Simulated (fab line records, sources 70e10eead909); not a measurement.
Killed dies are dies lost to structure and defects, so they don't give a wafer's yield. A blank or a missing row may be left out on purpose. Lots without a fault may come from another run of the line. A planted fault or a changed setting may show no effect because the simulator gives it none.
Tool commonality check | flow nand_harc | 1 lot, 3 wafers sampled

WHY IT WAS OPENED
At NHARC_END_SORT_01 the reading killed_at_periphery is flagged on 1 of 1 lot. Wafers without a fault read 3.2, standard deviation 2.3.
Rule: a lot is flagged when every wafer of it that has a number lies more than 4 standard deviations from that mean, or none has a number. The other lots count as sound.

lot  | measured     | on        | killed_at_periphery, wafer by wafer | flag
L875 | day 23 01:42 | prober-01 | 655 658 657                         | FLAGGED
The numbers of the flagged lots are 656.7 on average: +653.5 against the usual, or +99 or more standard deviations.

WHICH TOOL RAN EACH LOT
The record holds 3 process steps before the reading, out of a route of 1159 steps. In each cell: the tool, then ch and the chambers that the sampled wafers went through, then the start.
lot  | flag    | NHARC_P_ZERO_WELL_EXPOSE_49      | NHARC_P_STI_ETCH_42 | NHARC_P_STI_ETCH_31
L875 | FLAGGED | krf_scanner-02 ch 0, day 5 05:26 | no row              | no row
What these steps do:
- NHARC_P_ZERO_WELL_EXPOSE_49: exposes mask P HVPW, target cd 2000 nm.
- NHARC_P_STI_ETCH_42: etches the open film in N2/H2, target depth 80 nm, overetch 24 nm, time 61 s.
- NHARC_P_STI_ETCH_31: etches the open film in CF4/CHF3, target depth 108.9 nm, time 54.5 s.
- NHARC_END_SORT_01

FLAGGED OVER TOTAL, TOOL BY TOOL (the gauges that took the reading come last)
step                        | tool           | lots run | flagged | share of the flagged lots | sound lots run after its first flagged lot
NHARC_P_ZERO_WELL_EXPOSE_49 | krf_scanner-02 | 1        | 1       | all                       | 0
NHARC_END_SORT_01           | prober-01      | 1        | 1       | all                       | 0

WHAT THE TABLE ALLOWS
2 rows of the table ran every flagged lot: krf_scanner-02 at NHARC_P_ZERO_WELL_EXPOSE_49, prober-01 at NHARC_END_SORT_01.
- krf_scanner-02 at NHARC_P_ZERO_WELL_EXPOSE_49: 1 of its 1 lot flagged. It ran no sound lot before its first flagged lot in this sample, so the start can't be narrowed down.
- prober-01 at NHARC_END_SORT_01: 1 of its 1 lot flagged. It ran no sound lot before its first flagged lot in this sample, so the start can't be narrowed down.
Counting lots can't tell these 2 tools apart, because each fits a fault that began at some hour. More lots, or a look at what each step does to the wafer, might.

WHAT THE SIMULATOR HAD PUT IN
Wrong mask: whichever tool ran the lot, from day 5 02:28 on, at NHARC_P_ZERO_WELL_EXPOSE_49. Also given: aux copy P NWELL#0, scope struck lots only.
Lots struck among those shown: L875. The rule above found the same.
